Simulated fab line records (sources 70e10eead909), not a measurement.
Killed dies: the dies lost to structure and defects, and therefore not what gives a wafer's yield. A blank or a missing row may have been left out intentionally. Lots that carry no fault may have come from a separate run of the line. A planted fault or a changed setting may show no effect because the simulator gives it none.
fab line records	flow nand-harc
record lots=24	wafers=72	last-day=33
route steps=1302 shown A_WL_FILL@975 A_CONTACT@1002
lots that met no fault: from a run of the same line without faults
start-h: start of the lot's first displayed wafer, in hours after the record's first day	wait-h: hours since the lot's step before	" unchanged from the row above	L1.1+2: several wafers, shown together as one row	- either no value or no given start	* or withheld: withheld	< > ~ a bound
route shown NAME@n: a module of which the file shows steps, and the number in the route of the first	usual: mean/standard deviation of fault-free wafers	same: alike in all rows	chamber/n: place in a boat	sites: each site's reading	_std_site: their standard deviation	_edge_site: the outer-site mean with the inner-site mean subtracted	radius-mm: how far each site lies from the wafer's centre	mask NAME#n: copy n	behind: tool/chamber where the wafer was last shaped	hold: why the lot went on hold/how many hours it stayed there/how the hold came to an end	device: transistor that didn't switch, given as n, p or np	end of line: the route-end tests of the same wafers	where a step has no rows: the recipe by itself	killed: dies lost to structure and defects at the first sort, not the wafer's yield	map: the dies of a wafer, with x for killed, . for not killed, _ for no die there
set.NAME: the setting the step ran with; set.NAME@STEP: the setting that earlier step ran with	model.NAME: the simulator's own value behind a step, which no gauge read
the route's steps for a sample of lots (tables are steps, rows are wafers)
services: from which hour (start-h, from the record's first day; less than 0 if before it) a tool's chamber was out of use, for how many hours, and why
## steps
# step NHARC_A_WL_FILL_ALD_19
# recipe target-thk-a=20	pulse-time-s=3	ald-cycles=100	temp-c=450	material=TiN
# usual heater-power-w=1075/76	precursor-pulse-height-rel=0.998/0.02
# same pulse-time-s=3
lot.wafer	tool	chamber	start-h	wait-h	heater-power-w	precursor-pulse-height-rel
L074.3	ald-metal-01	3	475.01	0.1	1131	0.975
L074.4	"	0	"	"	1139	1.021
L074.5	"	2	"	"	1089	1.010
L075.2	ald-metal-03	2	500.54	0.1	1091	1.024
L075.1	"	3	"	"	1013	0.987
L075.5	"	1	"	"	1049	0.999
L076.2	ald-metal-02	0	500.55	0.1	1180	1.009
L076.6	"	3	"	"	1059	0.971
L076.5	"	0	"	"	1161	1.002
L077.4	ald-metal-02	2	512.30	0.1	1033	0.973
L077.1	"	3	"	"	1056	0.979
L077.5	"	1	"	"	1058	1.011
L078.3	ald-metal-01	3	522.04	0.1	1127	0.979
L078.5	"	3	"	"	1160	1.040
L078.6	"	0	"	"	1099	0.974
L079.4	ald-metal-02	0	545.01	0.1	1133	0.997
L079.5	"	2	"	"	1029	1.020
L079.6	"	3	"	"	1046	0.963
L080.3	ald-metal-01	3	549.51	0.1	1149	1.027
L080.4	"	0	"	"	1093	0.992
L080.6	"	3	"	"	1160	0.981
L081.1	ald-metal-01	2	560.97	0.1	1062	0.994
L081.4	"	0	"	"	1094	0.977
L081.5	"	2	"	"	1054	1.007
L082.3	ald-metal-02	2	560.99	0.1	1036	1.027
L082.2	"	3	"	"	1015	1.043
L082.1	"	1	"	"	1054	0.988
L083.3	ald-metal-02	1	578.94	0.1	1040	1.000
L083.1	"	3	"	"	1044	0.985
L083.6	"	2	"	"	1033	1.047
L084.2	ald-metal-02	3	590.43	0.1	1053	1.044
L084.1	"	1	"	"	1068	1.006
L084.5	"	2	"	"	1018	1.024
L085.3	ald-metal-01	0	590.44	0.1	1114	0.991
L085.2	"	1	"	"	961	0.975
L085.6	"	0	"	"	1092	0.994
L086.1	ald-metal-01	3	595.58	0.2	1175	1.001
L086.4	"	0	"	"	1118	0.993
L086.6	"	3	"	"	1158	0.995
L087.3	ald-metal-03	0	611.21	0.1	1249	1.001
L087.4	"	3	"	"	1034	1.034
L087.6	"	1	"	"	1066	0.972
L088.4	ald-metal-03	0	625.02	0.2	1208	1.006
L088.5	"	1	"	"	1027	1.003
L088.6	"	2	"	"	1134	0.949
L089.1	ald-metal-01	0	632.81	0.1	1101	1.012
L089.2	"	1	"	"	982	1.019
L089.4	"	2	"	"	1057	0.995
L090.3	ald-metal-03	0	632.86	0.1	1210	0.978
L090.4	"	1	"	"	1023	0.975
L090.5	"	3	"	"	1014	0.978
L092.1	ald-metal-03	3	672.54	0.1	1024	0.986
L092.2	"	1	"	"	1043	0.983
L092.3	"	2	"	"	1144	1.002
L091.4	ald-metal-01	2	672.57	0.1	1087	1.006
L091.1	"	3	"	"	1178	1.012
L091.5	"	0	"	"	1085	0.984
L093.4	ald-metal-01	3	682.73	0.1	1165	0.994
L093.1	"	1	"	"	956	1.004
L093.5	"	2	"	"	1055	1.011
L094.3	ald-metal-02	1	682.74	0.2	1014	0.988
L094.6	"	2	"	"	1012	1.003
L094.5	"	3	"	"	1060	1.001
L095.2	ald-metal-03	1	702.44	0.1	1003	1.024
L095.4	"	2	"	"	1172	0.977
L095.6	"	1	"	"	1024	1.022
L097.2	ald-metal-01	2	714.82	0.1	1014	1.003
L097.1	"	3	"	"	1099	1.031
L097.6	"	1	"	"	961	1.007
L096.1	ald-metal-01	2	717.68	0.1	999	1.012
L096.2	"	3	"	"	1149	0.973
L096.5	"	1	"	"	963	1.016
# step NHARC_A_WL_FILL_INSPECT_15
# usual raw-defect-count=479/130
lot.wafer	tool	chamber	start-h	wait-h	raw-defect-count
L074.3	defect-inspect-02	-	475.86	0.0	634
L074.4	"	-	"	"	436
L074.5	"	-	"	"	443
L075.1	defect-inspect-01	-	501.35	0.0	830
L075.2	"	-	"	"	562
L075.5	"	-	"	"	621
L076.2	defect-inspect-02	-	501.53	0.0	331
L076.5	"	-	"	"	521
L076.6	"	-	"	"	382
L077.1	defect-inspect-01	-	513.14	0.0	672
L077.4	"	-	"	"	539
L077.5	"	-	"	"	629
L078.3	defect-inspect-01	-	522.91	0.0	399
L078.5	"	-	"	"	406
L078.6	"	-	"	"	385
L079.4	defect-inspect-02	-	545.84	0.0	510
L079.5	"	-	"	"	402
L079.6	"	-	"	"	667
L080.3	defect-inspect-02	-	550.60	0.0	430
L080.4	"	-	"	"	550
L080.6	"	-	"	"	429
L081.1	defect-inspect-02	-	561.80	0.0	365
L081.4	"	-	"	"	456
L081.5	"	-	"	"	362
L082.1	defect-inspect-01	-	561.88	0.0	299
L082.2	"	-	"	"	404
L082.3	"	-	"	"	332
L083.1	defect-inspect-02	-	579.86	0.0	425
L083.3	"	-	"	"	469
L083.6	"	-	"	"	461
L084.1	defect-inspect-01	-	591.25	0.0	436
L084.2	"	-	"	"	554
L084.5	"	-	"	"	506
L085.2	defect-inspect-01	-	591.35	0.0	725
L085.3	"	-	"	"	589
L085.6	"	-	"	"	610
L086.1	defect-inspect-01	-	596.44	0.0	299
L086.4	"	-	"	"	379
L086.6	"	-	"	"	402
L087.3	defect-inspect-01	-	612.08	0.0	607
L087.4	"	-	"	"	486
L087.6	"	-	"	"	456
L088.4	defect-inspect-02	-	625.83	0.0	399
L088.5	"	-	"	"	471
L088.6	"	-	"	"	368
L089.1	defect-inspect-02	-	633.63	0.0	566
L089.2	"	-	"	"	738
L089.4	"	-	"	"	621
L090.3	defect-inspect-02	-	633.79	0.0	322
L090.4	"	-	"	"	308
L090.5	"	-	"	"	380
L091.1	defect-inspect-01	-	673.37	0.0	386
L091.4	"	-	"	"	367
L091.5	"	-	"	"	395
L092.1	defect-inspect-01	-	673.53	0.0	575
L092.2	"	-	"	"	538
L092.3	"	-	"	"	797
L094.3	defect-inspect-01	-	683.53	0.0	383
L094.5	"	-	"	"	350
L094.6	"	-	"	"	583
L093.1	defect-inspect-02	-	683.58	0.0	471
L093.4	"	-	"	"	426
L093.5	"	-	"	"	375
L095.2	defect-inspect-01	-	703.31	0.0	364
L095.4	"	-	"	"	279
L095.6	"	-	"	"	360
L097.1	defect-inspect-02	-	715.66	0.0	567
L097.2	"	-	"	"	589
L097.6	"	-	"	"	486
L096.1	defect-inspect-02	-	718.53	0.0	427
L096.2	"	-	"	"	436
L096.5	"	-	"	"	533
# step NHARC_A_CONTACT_ETCH_49
# recipe target-depth-a=2600	over-etch-frac=0.3	time-s=475.3	ion-energy-ev=200	n2-flow-sccm=150	h2-flow-sccm=150	ar-flow-sccm=0	rf-w=400	bias-w=150	chemistry=N2/H2
# usual drypump-motor-current-A=5.6/0.47	oes-product-au=1.001/0.0099	rf-vpp-V=430.8/2.5	showerhead-plenum-p-Torr=2.05/0.087	throttle-valve-pct=14.172/0.0092
lot.wafer	tool	chamber	start-h	wait-h	drypump-motor-current-A	oes-product-au	rf-hours-counter-h	rf-vpp-V	showerhead-plenum-p-Torr	throttle-valve-pct
L074.3	rie-diel-07	3	-	-	5.4	0.990	1	434.7	2.17	14.162
L074.4	"	0	"	"	5.2	1.013	1	431.8	2.10	14.185
L074.5	"	3	"	"	5.4	0.997	-	434.8	2.18	14.168
L075.2	rie-diel-04	0	-	-	5.8	0.997	43	432.8	2.16	14.173
L075.1	"	1	"	"	5.5	1.024	44	432.8	2.14	14.165
L075.5	"	2	"	"	5.7	0.991	-	431.5	2.06	14.172
L076.2	rie-diel-07	0	-	-	5.2	1.018	7	433.2	2.10	14.181
L076.6	"	2	"	"	5.2	1.013	-	430.4	1.95	14.176
L076.5	"	3	"	"	5.4	1.006	-	433.7	2.17	14.171
L077.1	rie-diel-08	3	-	-	5.3	1.005	29	428.8	1.93	14.171
L077.4	"	0	"	"	6.8	1.002	27	433.9	2.10	14.164
L077.5	"	2	"	"	5.4	0.986	-	429.7	1.96	14.168
L078.3	rie-diel-07	3	-	-	5.4	0.992	12	434.9	2.17	14.165
L078.6	"	2	"	"	5.2	0.997	-	427.5	1.95	14.168
L078.5	"	3	"	"	5.4	0.993	-	433.2	2.17	14.185
L079.4	rie-diel-04	2	-	-	5.6	0.994	-	431.3	2.05	14.158
L079.5	"	3	"	"	5.6	1.007	-	431.4	2.06	14.168
L079.6	"	1	"	"	5.5	0.997	-	432.3	2.14	14.184
L080.3	rie-diel-08	0	-	-	6.8	1.009	0	433.2	2.10	14.173
L080.4	"	3	"	"	5.4	1.014	0	425.3	1.93	14.169
L080.6	"	1	"	"	5.8	0.995	-	430.8	2.07	14.159
L081.1	rie-diel-07	1	-	-	5.9	0.999	24	432.3	2.17	14.165
L081.4	"	3	"	"	5.4	0.979	28	432.2	2.16	14.167
L081.5	"	1	"	"	5.9	1.001	-	435.1	2.17	14.172
L082.3	rie-diel-08	0	-	-	6.8	0.986	3	432.0	2.10	14.167
L082.2	"	2	"	"	5.4	1.007	3	429.8	1.96	14.167
L082.1	"	3	"	"	5.4	1.012	3	427.3	1.93	14.188
L083.3	rie-diel-04	2	-	-	5.7	0.995	18	429.6	2.05	14.175
L083.1	"	0	"	"	5.8	1.000	8	434.2	2.15	14.184
L083.6	"	2	"	"	5.6	0.995	-	431.2	2.05	14.174
L084.2	rie-diel-08	0	-	-	6.8	0.994	8	432.5	2.09	14.173
L084.1	"	3	"	"	5.3	1.016	7	426.7	1.93	14.173
L084.5	"	1	"	"	5.7	0.987	-	431.9	2.07	14.184
L085.2	rie-diel-08	1	-	-	5.8	0.987	8	432.1	2.07	14.165
L085.3	"	2	"	"	5.4	1.014	7	427.5	1.96	14.175
L085.6	"	1	"	"	5.8	0.983	-	431.2	2.07	14.157
L086.4	rie-diel-08	3	-	-	5.4	1.017	11	427.5	1.93	14.164
L086.1	"	1	"	"	5.8	0.997	10	430.9	2.07	14.165
L086.6	"	3	"	"	5.4	1.009	-	428.0	1.93	14.168
L087.3	rie-diel-07	0	-	-	5.2	1.006	42	430.8	2.08	14.185
L087.4	"	1	"	"	5.8	1.014	42	435.0	2.17	14.161
L087.6	"	1	"	"	5.8	1.006	-	434.4	2.16	14.181
L088.5	rie-diel-08	1	-	-	5.8	0.997	-	431.8	2.06	14.171
L088.6	"	2	"	"	5.4	1.000	-	429.9	1.96	14.168
L088.4	"	3	"	"	5.4	1.009	-	426.5	1.93	14.179
L089.2	rie-diel-07	0	-	-	5.2	0.997	50	431.2	2.08	14.167
L089.4	"	1	"	"	5.8	1.010	49	434.0	2.16	14.197
L089.1	"	2	"	"	5.2	1.009	53	427.9	1.94	14.171
L090.3	rie-diel-08	2	-	-	5.3	0.998	17	428.0	1.95	14.157
L090.4	"	2	"	"	5.3	0.991	-	428.3	1.95	14.183
L090.5	"	3	"	"	5.3	0.999	-	427.7	1.93	14.177
L091.1	rie-diel-08	3	-	-	5.4	1.000	22	428.2	1.92	14.169
L091.4	"	0	"	"	6.8	1.002	21	432.9	2.09	14.179
L091.5	"	3	"	"	5.4	1.002	-	426.5	1.92	14.191
L092.2	rie-diel-07	1	-	-	5.8	1.017	4	433.7	2.16	14.149
L092.1	"	2	"	"	5.1	1.003	6	427.4	1.93	14.164
L092.3	"	3	"	"	5.4	0.995	6	435.6	2.15	14.154
L093.4	rie-diel-08	2	-	-	5.4	0.991	23	427.4	1.95	14.180
L093.1	"	3	"	"	5.4	1.004	24	428.9	1.92	14.180
L093.5	"	3	"	"	5.3	1.000	-	427.2	1.92	14.171
L094.3	rie-diel-07	0	-	-	5.2	0.988	6	431.0	2.08	14.167
L094.6	"	1	"	"	5.9	1.007	-	434.5	2.16	14.164
L094.5	"	2	"	"	5.1	0.983	-	426.7	1.93	14.174
L095.4	rie-diel-08	2	-	-	5.4	0.997	29	427.5	1.95	14.182
L095.2	"	0	"	"	6.8	1.013	27	430.9	2.09	14.160
L095.6	"	2	"	"	5.4	1.004	-	428.2	1.95	14.173
L097.2	rie-diel-08	3	-	-	5.3	1.001	30	427.4	1.92	14.156
L097.1	"	1	"	"	5.7	0.998	31	429.8	2.06	14.161
L097.6	"	3	"	"	5.4	1.005	-	428.3	1.92	14.174
L096.1	rie-diel-04	0	-	-	5.8	0.999	2	434.4	2.14	14.171
L096.2	"	1	"	"	5.5	1.003	2	432.8	2.12	14.185
L096.5	"	0	"	"	5.8	1.013	-	434.5	2.14	14.172
# step NHARC_A_CONTACT_ETCH_115
# recipe source-w=withheld	pressure-mtorr=20	bias-v=3000	time-s=190	target-depth-a=18500	ar-flow-sccm=withheld	c4f8-flow-sccm=withheld	o2-flow-sccm=withheld	chemistry=C4F8/O2/Ar
lot.wafer	tool	chamber	start-h	wait-h	rf-hours-counter-h
L074.4	har-cap-etch-03	1	485.86	0.1	-
L074.3	"	0	"	"	-
L074.5	"	0	"	"	-
L075.2	har-cap-etch-02	1	509.72	0.1	84
L075.1	"	0	"	"	84
L075.5	"	0	"	"	-
L076.2	har-cap-etch-03	1	510.05	0.1	45
L076.6	"	0	"	"	-
L076.5	"	1	"	"	-
L077.1	har-cap-etch-03	0	522.40	0.1	47
L077.4	"	1	"	"	-
L077.5	"	1	"	"	-
L078.3	har-cap-etch-03	0	532.70	0.1	-
L078.6	"	1	"	"	-
L078.5	"	0	"	"	-
L079.4	har-cap-etch-01	1	555.63	0.1	-
L079.6	"	0	"	"	-
L079.5	"	1	"	"	-
L080.4	har-cap-etch-03	0	559.10	0.1	-
L080.3	"	1	"	"	-
L080.6	"	1	"	"	-
L081.1	har-cap-etch-03	1	574.23	0.1	56
L081.4	"	1	"	"	-
L081.5	"	1	"	"	-
L082.1	har-cap-etch-02	0	574.99	0.1	94
L082.2	"	1	"	"	94
L082.3	"	1	"	"	-
L083.1	har-cap-etch-02	1	591.65	0.1	98
L083.3	"	0	"	"	-
L083.6	"	0	"	"	-
L084.1	har-cap-etch-02	0	599.85	0.1	100
L084.2	"	1	"	"	100
L084.5	"	1	"	"	-
L085.2	har-cap-etch-03	1	600.69	0.1	61
L085.3	"	0	"	"	-
L085.6	"	0	"	"	-
L086.1	har-cap-etch-02	1	607.86	0.1	103
L086.4	"	1	"	"	-
L086.6	"	0	"	"	-
L087.3	har-cap-etch-02	1	621.95	0.1	-
L087.4	"	0	"	"	-
L087.6	"	0	"	"	-
L088.4	har-cap-etch-02	0	635.28	0.1	-
L088.5	"	0	"	"	-
L088.6	"	1	"	"	-
L089.2	har-cap-etch-01	1	641.93	0.1	20
L089.1	"	0	"	"	20
L089.4	"	1	"	"	-
L090.4	har-cap-etch-02	0	645.27	0.1	-
L090.3	"	1	"	"	-
L090.5	"	1	"	"	-
L091.1	har-cap-etch-01	1	681.71	0.1	25
L091.4	"	1	"	"	-
L091.5	"	0	"	"	-
L092.2	har-cap-etch-03	1	682.85	0.1	75
L092.1	"	0	"	"	75
L092.3	"	1	"	"	-
L093.1	har-cap-etch-02	1	691.93	0.1	116
L093.4	"	0	"	"	-
L093.5	"	1	"	"	-
L094.3	har-cap-etch-01	1	692.17	0.1	-
L094.5	"	0	"	"	-
L094.6	"	1	"	"	-
L095.2	har-cap-etch-01	1	711.67	0.1	33
L095.4	"	1	"	"	-
L095.6	"	1	"	"	-
L097.2	har-cap-etch-02	1	724.11	0.1	123
L097.1	"	0	"	"	123
L097.6	"	0	"	"	-
L096.1	har-cap-etch-01	1	727.31	0.1	35
L096.2	"	0	"	"	35
L096.5	"	0	"	"	-
# step NHARC_A_CONTACT_ETCH_117
# recipe source-w=withheld	pressure-mtorr=20	bias-v=3000	time-s=190	target-depth-a=18500	ar-flow-sccm=withheld	c4f8-flow-sccm=withheld	o2-flow-sccm=withheld	chemistry=C4F8/O2/Ar
lot.wafer	tool	chamber	start-h	wait-h	rf-hours-counter-h
L074.4	har-cap-etch-03	1	486.20	0.1	-
L074.3	"	0	"	"	-
L074.5	"	0	"	"	-
L075.2	har-cap-etch-02	1	510.07	0.1	84
L075.1	"	0	"	"	84
L075.5	"	0	"	"	-
L076.2	har-cap-etch-03	1	510.40	0.1	45
L076.6	"	0	"	"	-
L076.5	"	1	"	"	-
L077.1	har-cap-etch-03	0	522.74	0.1	48
L077.4	"	1	"	"	-
L077.5	"	1	"	"	-
L078.3	har-cap-etch-03	0	533.04	0.1	-
L078.6	"	1	"	"	-
L078.5	"	0	"	"	-
L079.4	har-cap-etch-01	1	555.97	0.1	-
L079.6	"	0	"	"	-
L079.5	"	1	"	"	-
L080.4	har-cap-etch-03	0	559.44	0.1	-
L080.3	"	1	"	"	-
L080.6	"	1	"	"	-
L081.1	har-cap-etch-03	1	574.58	0.1	56
L081.4	"	1	"	"	-
L081.5	"	1	"	"	-
L082.1	har-cap-etch-02	0	575.34	0.1	95
L082.2	"	1	"	"	95
L082.3	"	1	"	"	-
L083.1	har-cap-etch-02	1	592.00	0.1	98
L083.3	"	0	"	"	-
L083.6	"	0	"	"	-
L084.1	har-cap-etch-02	0	600.19	0.1	101
L084.2	"	1	"	"	101
L084.5	"	1	"	"	-
L085.2	har-cap-etch-03	1	601.03	0.1	62
L085.3	"	0	"	"	-
L085.6	"	0	"	"	-
L086.1	har-cap-etch-02	1	608.20	0.1	103
L086.4	"	1	"	"	-
L086.6	"	0	"	"	-
L087.3	har-cap-etch-02	1	622.29	0.1	-
L087.4	"	0	"	"	-
L087.6	"	0	"	"	-
L088.4	har-cap-etch-02	0	635.63	0.1	-
L088.5	"	0	"	"	-
L088.6	"	1	"	"	-
L089.2	har-cap-etch-01	1	642.27	0.1	20
L089.1	"	0	"	"	20
L089.4	"	1	"	"	-
L090.4	har-cap-etch-02	0	645.61	0.1	-
L090.3	"	1	"	"	-
L090.5	"	1	"	"	-
L091.1	har-cap-etch-01	1	682.05	0.1	25
L091.4	"	1	"	"	-
L091.5	"	0	"	"	-
L092.2	har-cap-etch-03	1	683.19	0.1	75
L092.1	"	0	"	"	75
L092.3	"	1	"	"	-
L093.1	har-cap-etch-02	1	692.28	0.1	116
L093.4	"	0	"	"	-
L093.5	"	1	"	"	-
L094.3	har-cap-etch-01	1	692.51	0.1	-
L094.5	"	0	"	"	-
L094.6	"	1	"	"	-
L095.2	har-cap-etch-01	1	712.02	0.1	33
L095.4	"	1	"	"	-
L095.6	"	1	"	"	-
L097.2	har-cap-etch-02	1	724.45	0.1	123
L097.1	"	0	"	"	123
L097.6	"	0	"	"	-
L096.1	har-cap-etch-01	1	727.65	0.1	35
L096.2	"	0	"	"	35
L096.5	"	0	"	"	-
# step NHARC_A_CONTACT_ETCH_120
# recipe source-w=withheld	pressure-mtorr=20	bias-v=3000	time-s=190	target-depth-a=18500	ar-flow-sccm=withheld	c4f8-flow-sccm=withheld	o2-flow-sccm=withheld	chemistry=C4F8/O2/Ar
lot.wafer	tool	chamber	start-h	wait-h	rf-hours-counter-h
L074.4	har-cap-etch-03	1	486.72	0.1	-
L074.3	"	0	"	"	-
L074.5	"	0	"	"	-
L075.2	har-cap-etch-02	1	510.58	0.1	85
L075.1	"	0	"	"	85
L075.5	"	0	"	"	-
L076.2	har-cap-etch-03	1	510.91	0.1	46
L076.6	"	0	"	"	-
L076.5	"	1	"	"	-
L077.1	har-cap-etch-03	0	523.26	0.1	48
L077.4	"	1	"	"	-
L077.5	"	1	"	"	-
L078.3	har-cap-etch-03	0	533.56	0.1	-
L078.6	"	1	"	"	-
L078.5	"	0	"	"	-
L079.4	har-cap-etch-01	1	556.49	0.1	-
L079.6	"	0	"	"	-
L079.5	"	1	"	"	-
L080.4	har-cap-etch-03	0	559.95	0.1	-
L080.3	"	1	"	"	-
L080.6	"	1	"	"	-
L081.1	har-cap-etch-03	1	575.09	0.1	57
L081.4	"	1	"	"	-
L081.5	"	1	"	"	-
L082.1	har-cap-etch-02	0	575.85	0.1	95
L082.2	"	1	"	"	95
L082.3	"	1	"	"	-
L083.1	har-cap-etch-02	1	592.51	0.1	99
L083.3	"	0	"	"	-
L083.6	"	0	"	"	-
L084.1	har-cap-etch-02	0	600.70	0.1	101
L084.2	"	1	"	"	101
L084.5	"	1	"	"	-
L085.2	har-cap-etch-03	1	601.54	0.1	62
L085.3	"	0	"	"	-
L085.6	"	0	"	"	-
L086.1	har-cap-etch-02	1	608.71	0.1	103
L086.4	"	1	"	"	-
L086.6	"	0	"	"	-
L087.3	har-cap-etch-02	1	622.80	0.1	-
L087.4	"	0	"	"	-
L087.6	"	0	"	"	-
L088.4	har-cap-etch-02	0	636.14	0.1	-
L088.5	"	0	"	"	-
L088.6	"	1	"	"	-
L089.2	har-cap-etch-01	1	642.78	0.1	21
L089.1	"	0	"	"	21
L089.4	"	1	"	"	-
L090.4	har-cap-etch-02	0	646.13	0.1	-
L090.3	"	1	"	"	-
L090.5	"	1	"	"	-
L091.1	har-cap-etch-01	1	682.56	0.1	26
L091.4	"	1	"	"	-
L091.5	"	0	"	"	-
L092.2	har-cap-etch-03	1	683.70	0.1	76
L092.1	"	0	"	"	76
L092.3	"	1	"	"	-
L093.1	har-cap-etch-02	1	692.79	0.1	117
L093.4	"	0	"	"	-
L093.5	"	1	"	"	-
L094.3	har-cap-etch-01	1	693.03	0.1	-
L094.5	"	0	"	"	-
L094.6	"	1	"	"	-
L095.2	har-cap-etch-01	1	712.53	0.1	34
L095.4	"	1	"	"	-
L095.6	"	1	"	"	-
L097.2	har-cap-etch-02	1	724.97	0.1	124
L097.1	"	0	"	"	124
L097.6	"	0	"	"	-
L096.1	har-cap-etch-01	1	728.16	0.1	36
L096.2	"	0	"	"	36
L096.5	"	0	"	"	-
## services
tool	chamber	start-h	hours	kind
har-cap-etch-02	-	478.90	11.0	repair
har-cap-etch-01	-	497.63	17.0	pm
ald-metal-03	1	521.12	4.9	repair
ald-metal-01	-	526.00	10.0	pm
rie-diel-08	-	536.17	0.4	repair
rie-diel-08	-	544.87	9.0	pm
rie-diel-07	1	554.62	4.5	repair
rie-diel-07	0	555.62	7.3	repair
ald-metal-02	0	565.19	21.4	repair
har-cap-etch-03	-	566.91	0.3	repair
ald-metal-03	-	568.00	10.0	pm
ald-metal-01	2	587.73	9.1	repair
ald-metal-02	-	610.00	10.0	pm
rie-diel-07	3	624.07	13.7	repair
ald-metal-02	-	624.36	1.6	repair
ald-metal-02	1	630.21	29.1	repair
rie-diel-08	0	632.02	11.3	repair
rie-diel-07	-	648.20	9.0	pm
rie-diel-08	3	663.73	13.8	repair
har-cap-etch-03	-	665.38	0.3	repair
rie-diel-07	-	671.04	1.6	repair
ald-metal-01	-	704.00	10.0	pm
har-cap-etch-03	-	712.64	2.1	repair
rie-diel-08	-	721.90	9.0	pm
## key
fault none
